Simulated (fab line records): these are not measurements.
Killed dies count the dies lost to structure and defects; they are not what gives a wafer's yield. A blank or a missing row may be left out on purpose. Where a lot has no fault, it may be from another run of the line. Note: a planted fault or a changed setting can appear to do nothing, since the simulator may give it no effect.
Problem report, 8D (eight disciplines) form, completed by code | flow n5 finfet | the parts of the form that need people (team, actions taken, sign-off) are left out

## 1. THE PROBLEM
susceptor temp C at N5_BEOL_M13_ILD_DEP_00 reads a mean of 347.82 C on 3 wafers of 3 lots; wafers without a fault read 349.99 C with a standard deviation of 0.2. Relative to the usual mean, that is a shift of -11 standard deviations.
The step: deposits SiOC from DEMS/O2, target thk 837.92 nm, time 166.4 s.
Seen first at day 13 13:21 on pecvd-04, wafer L685.6. Wafers with a number at this step in the record: 33, from 11 lots. The rule behind "out" and "out of limits": a value lying over 4 standard deviations away from the usual mean. The rest of the wafers with a number are treated as sound.

## 2. WHAT IT IS AND WHAT IT IS NOT
question                    | is                     | is not
which readings at this step | susceptor temp C       | heater power outer w, heater power w, showerhead plenum p Torr, throttle valve pct
which lots                  | L685, L688, L689       | L677, L679, L681, L682, L687, L694, L695, L699
which wafers of those lots  | L685.6, L688.1, L689.2 | L685.4, L685.5, L688.2, L688.3, L689.1, L689.6
read on which tools         | pecvd-04               | pecvd-01, pecvd-03
when                        | from day 13 13:21      | up to then (14 sound wafers); but 16 sound wafers of L687, L688, L689, L694, L695, L699 came after

## 3. SUSPECTS, AND WHAT RULES EACH OUT
Counting: if a tool at a process step up to the reading ran every lot that is out, it stays a suspect. Sound lots after the first of them don't rule it out here, since some wafers of a struck lot are sound.
- pecvd-04 at N5_BEOL_M13_ILD_DEP_00 (deposits SiOC from DEMS/O2, target thk 837.92 nm, time 166.4 s): kept. It ran every lot that is out, first L685 (day 13 13:21); its last sound lot up to then is L682 (day 12 11:55). Its own susceptor temp C readings are out on those wafers.
- At N5_BEOL_M13_ILD_DEP_00, inside pecvd-04: chamber 0 took the wafers that are out, while their sound lot-mates went through chambers 1, 2.
After counting, what remains is pecvd-04 at N5_BEOL_M13_ILD_DEP_00.

## 4. THE CAUSE (what the simulator had put in)
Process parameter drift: pecvd-04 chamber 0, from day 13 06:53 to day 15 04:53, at N5_BEOL_M13_ILD_DEP_00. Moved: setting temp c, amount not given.
Counting left only this tool.

## 5. THE CHAIN OF EFFECTS, in route order
Each row: a reading whose mean over the struck wafers that have a number lies more than 3 standard deviations from the usual. Readings are gone through only where the record gives a usual standard deviation; hours: the median, over the lots, of the time from a lot's start at the first step in this table giving one to that lot's start at this step; sigmas: the change measured in usual standard deviations.
hours | step                   | reading          | usual    | on struck wafers | change | sigmas
0     | N5_BEOL_M13_ILD_DEP_00 | susceptor temp C | 349.99 C | 347.82           | -2.17  | -11
Process steps it contains:
- N5_BEOL_M13_ILD_DEP_00: deposits SiOC from DEMS/O2, target thk 837.92 nm, time 166.4 s.

## 6. HOW IT WOULD HAVE BEEN CAUGHT EARLIER
First out-of-limits reading in this record: day 13 13:21, which is 6 hours after fault onset at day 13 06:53.
